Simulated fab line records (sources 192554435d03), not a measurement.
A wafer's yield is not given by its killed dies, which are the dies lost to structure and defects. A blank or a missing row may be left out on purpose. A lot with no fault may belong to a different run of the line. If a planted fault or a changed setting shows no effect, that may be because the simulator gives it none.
Problem report in the 8D (eight disciplines) form, filled by code | flow n5-finfet | the parts of the form that need people (team, actions taken, sign-off) are left out

## 1. PROBLEM STATEMENT
Mean of cd-nm at N5_WELL_APT_CD_MEAS_25: 218.4 nm across 6 wafers in 2 lots; on wafers with no fault it is 200.1 nm (standard deviation 2.3). Relative to the usual mean, that is a shift of +7.9 standard deviations.
The step: target cd 200 nm.
First seen on wafer L790.1, day 3 15:16, on cd-sem-03. At this step, 30 wafers from 10 lots have a number in the record. The rule behind "out" and "out of limits": a value lying over 4 standard deviations away from the usual mean. The rest of the wafers with a number are treated as sound.

## 2. WHAT IT IS, WHAT IT ISN'T
question                    | is                     | is not
which readings at this step | cd-nm                  | -
which lots                  | L790, L794             | L785, L786, L789, L796, L799, L800, L803, L804
which wafers of those lots  | all that have a number | -
read on which gauges        | cd-sem-02, cd-sem-03   | cd-sem-01
when                        | from day 3 15:16       | up to then (9 sound wafers); but 15 sound wafers of L796, L799, L800, L803, L804 came after

## 3. SUSPECTS, AND WHAT RULES EACH OUT
Counting: a tool at any process step up to the reading remains a suspect when it ran all the lots that are out and ran no sound lot after the first of those.
- ruled out: the gauge at N5_WELL_APT_CD_MEAS_25. The wafers that are out were read on 2 gauges (cd-sem-02, cd-sem-03).
- litho-track-03 at N5_WELL_APT_PEB_23 (peb time 90 s): kept. All lots that are out passed through it, beginning with L790 at day 3 15:09, and no sound lot followed; its final sound lot before that point was L789 at day 3 09:04. Its own readings are out on those wafers: heater-power-total-W, plate-temp-C.
Left after counting: litho-track-03 at N5_WELL_APT_PEB_23.

## 4. THE CAUSE (what the simulator had put in)
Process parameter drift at N5_WELL_APT_PEB_23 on litho-track-03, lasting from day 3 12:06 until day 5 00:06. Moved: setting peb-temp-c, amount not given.
Only this tool survived the counting.

## 5. THE CHAIN OF EFFECTS, in route order
Rows list readings where the struck wafers' mean (over those with a number) sits beyond 3 standard deviations from the usual. Readings are gone through only where the record gives a usual standard deviation; hours: the median, over the lots, of the time from a lot's start at the first step in this table giving one to that lot's start at this step; sigmas: the change measured in usual standard deviations.
hours | step                   | reading              | usual    | on struck wafers | change | sigmas
0     | N5_WELL_APT_PEB_23     | heater-power-total-W | 172.5 W  | 180.5            | +8.0   | +11
0     | N5_WELL_APT_PEB_23     | plate-temp-C         | 130.02 C | 134.31           | +4.29  | +33
0     | N5_WELL_APT_CD_MEAS_25 | cd-nm                | 200.1 nm | 218.4            | +18.3  | +7.9
Here are the process steps it includes:
- N5_WELL_APT_PEB_23: peb time 90 s.
Later steps that measure or inspect, where all struck wafers having a row at the step show a number for every such reading and not one has moved that far: N5_PMOS_HMC_CHANNEL_EPI_OVL_MEAS_10, N5_BEOL_M4_RC_MEAS_101.

## 6. HOW IT WOULD HAVE BEEN CAUGHT EARLIER
The first out-of-limits reading at a measuring or inspecting step in this record came at day 3 15:16, 3 hours after the fault's start at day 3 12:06.
Tool's own readings at N5_WELL_APT_PEB_23, heater-power-total-W, plate-temp-C: out on all struck wafers the step has rows for; an alarm limit on them would have tripped on the first.
Among the 2 lots that are out, L794 began N5_WELL_APT_PEB_23 on litho-track-03 after day 3 15:16. Putting the tool on hold at that point would have spared it.
